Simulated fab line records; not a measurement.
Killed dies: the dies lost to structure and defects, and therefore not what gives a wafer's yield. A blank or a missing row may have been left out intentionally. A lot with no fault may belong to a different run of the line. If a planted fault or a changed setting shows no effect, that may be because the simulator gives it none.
Comparing a struck lot with a sound one	flow nand harc	40 steps out of a route of 1302
Sound: wafers L398.1, L398.4, L398.5. Struck: wafer L407.5. (L407.1, L407.6 of the same lot were not struck and are left out.) The cause comes at the end.
Order at every step that has rows: each side's tool, ch and its chambers, its first start. Under that, the readings that differ: sound wafers	struck wafers	difference of the means	sigmas: that difference in standard deviations of wafers without a fault.
alike: words and numbers the same on both sides, and readings whose means are apart by under 2 such deviations; not compared: readings that were withheld, readings missing a value for some wafer, numbers with overlapping values and no deviation given by the record, and bounds like >300 which may hide the same value.
A row with sigmas, a row that says differs or no value, or rows on one side alone: a step with any of these is where the two part. When numbers do not overlap yet have no deviation, they are printed without sigmas and do not part them. Lack of a reading on every wafer of one side parts them only where that side has two or more wafers.

first, 3 steps without rows for these wafers: NHARC_A_BONDPAD_HARDBAKE_10 (time 65 s); NHARC_A_BONDPAD_DESCUM_11 (chemistry O2, time 3 s); NHARC_A_BONDPAD_ETCH_34 (etches the open film in N2/H2, target depth 60 nm, overetch 18 nm, time 65.91 s).
NHARC_A_BONDPAD_ETCH_12: etches the open film in CHF3/O2, target depth 220 nm, time 110 s.
  sound: rie diel-07 ch 0,2,3; struck: rie diel-07 ch 3
reading	sound	struck	difference	sigmas
throttle valve pct (%)	20.579 20.580 20.584	20.562	-0.019	-2
  alike: drypump motor current A, oes product au, rf vpp V, showerhead plenum p Torr
  not compared: rf hours counter h
NHARC_A_BONDPAD_CD_MEAS_13:
  sound: cd sem-01 at day 23 08:21; struck: cd sem-03 at day 26 17:18
  alike: cd nm
NHARC_A_BONDPAD_STRIP_15: strips in O2.
  sound on rie diel-07 ch 0,1,3, day 23 08:26; struck on rie diel-09 ch 3, day 26 17:22
  alike: drypump motor current A, oes product au, rf vpp V, showerhead plenum p Torr, throttle valve pct
  not compared: rf hours counter h
then, 2 steps without rows for these wafers: NHARC_A_BONDPAD_ETCH_24 (etches the open film in CF4/N2, target depth 30 nm, time 72.99 s); NHARC_A_BONDPAD_STRIP_16 (strips in post etch residue remover, time 600 s).
NHARC_A_BONDPAD_DEGAS_25: time 60 s.
  sound: pvd sputter-03 at day 23 08:59; struck: pvd sputter-02 at day 26 17:56
  alike: heater power w
NHARC_A_BONDPAD_PRE_CLEAN_26: time 30 s.
  sound on pvd sputter-03; struck on pvd sputter-02
  alike: heater power w
then, 2 steps without rows for these wafers: NHARC_A_BONDPAD_PVD_17 (deposits TaN, target thk 5 nm, time 8.06 s); NHARC_A_BONDPAD_PVD_27 (deposits Cu, target thk 30 nm, time 20.49 s).
NHARC_A_BONDPAD_ECD_18: material Cu, target thk 400 nm.
  sound on ecd cu-01 ch 0, day 23 09:23; struck on ecd cu-02 ch 0,1, day 26 18:20
then, 3 steps without rows for these wafers: NHARC_A_BONDPAD_ANNEAL_28 (time 90 s); NHARC_A_BONDPAD_CMP_19 (polishes, t overpolish 30 s, cu recess touch 16 s, target thk 169.82 nm); NHARC_A_BONDPAD_SRD_21 (time 30 s, dry time 20 s).
NHARC_A_BONDPAD_INSPECT_23:
  sound: defect inspect-01 at day 23 10:36; struck: defect inspect-02 at day 26 19:32
  alike: raw defect count
then, 5 steps without rows for these wafers: NHARC_HYBRID_BOND_ACTIVATE_00 (chemistry N2, time 60 s); NHARC_HYBRID_BOND_PRECLEAN_01 (cleans in DIW, time 300 s); NHARC_HYBRID_BOND_SRD_02 (time 30 s, dry time 20 s); NHARC_HYBRID_BOND_BOND_03; NHARC_HYBRID_BOND_ANNEAL_04 (time 7200 s).
NHARC_HYBRID_BOND_OVL_MEAS_05:
  the record holds rows for the sound wafers here (overlay-02, day 23 20:06) but none for the struck ones
NHARC_HYBRID_BOND_INSPECT_06: inspects for defects (ir void).
  the record holds rows for the sound wafers here (defect inspect-02, day 23 20:09) but none for the struck ones
then, 1 step without rows for these wafers: NHARC_THIN_TSV_GRIND_00.
NHARC_THIN_TSV_CMP_01: polishes.
  the record has rows for the sound wafers here (cmp-01 ch 0,1,3, day 23 21:34) and none for the struck ones
NHARC_THIN_TSV_THK_MEAS_02: measures by ir.
  the record holds rows for the sound wafers here (film metro-01, day 23 21:47) but none for the struck ones
then, 12 steps without rows for these wafers: NHARC_THIN_TSV_SRD_03; NHARC_THIN_TSV_PRECLEAN_41 (cleans in SC1); NHARC_THIN_TSV_SRD_42; NHARC_THIN_TSV_DEP_43 (deposits SiO2, target thk 1328.5 nm); NHARC_THIN_TSV_DEHYDRATE_04 (time 120 s); NHARC_THIN_TSV_HMDS_05 (time 30 s); NHARC_THIN_TSV_COAT_06; NHARC_THIN_TSV_SOFTBAKE_07 (time 95 s); NHARC_THIN_TSV_EBR_08; NHARC_THIN_TSV_EXPOSE_09 (exposes mask TSV); NHARC_THIN_TSV_PEB_10 (peb time 85 s); NHARC_THIN_TSV_DEVELOP_11 (time 70 s).
NHARC_END_SORT_01:
  here the record holds rows for the struck wafers (prober-01 ch 0, day 28 02:22) but none for the sound ones

== WHERE THEY PART ==
Last at NHARC_END_SORT_01 as far as this record goes, first at NHARC_A_BONDPAD_ETCH_12.

WHY: the cause the simulator had injected
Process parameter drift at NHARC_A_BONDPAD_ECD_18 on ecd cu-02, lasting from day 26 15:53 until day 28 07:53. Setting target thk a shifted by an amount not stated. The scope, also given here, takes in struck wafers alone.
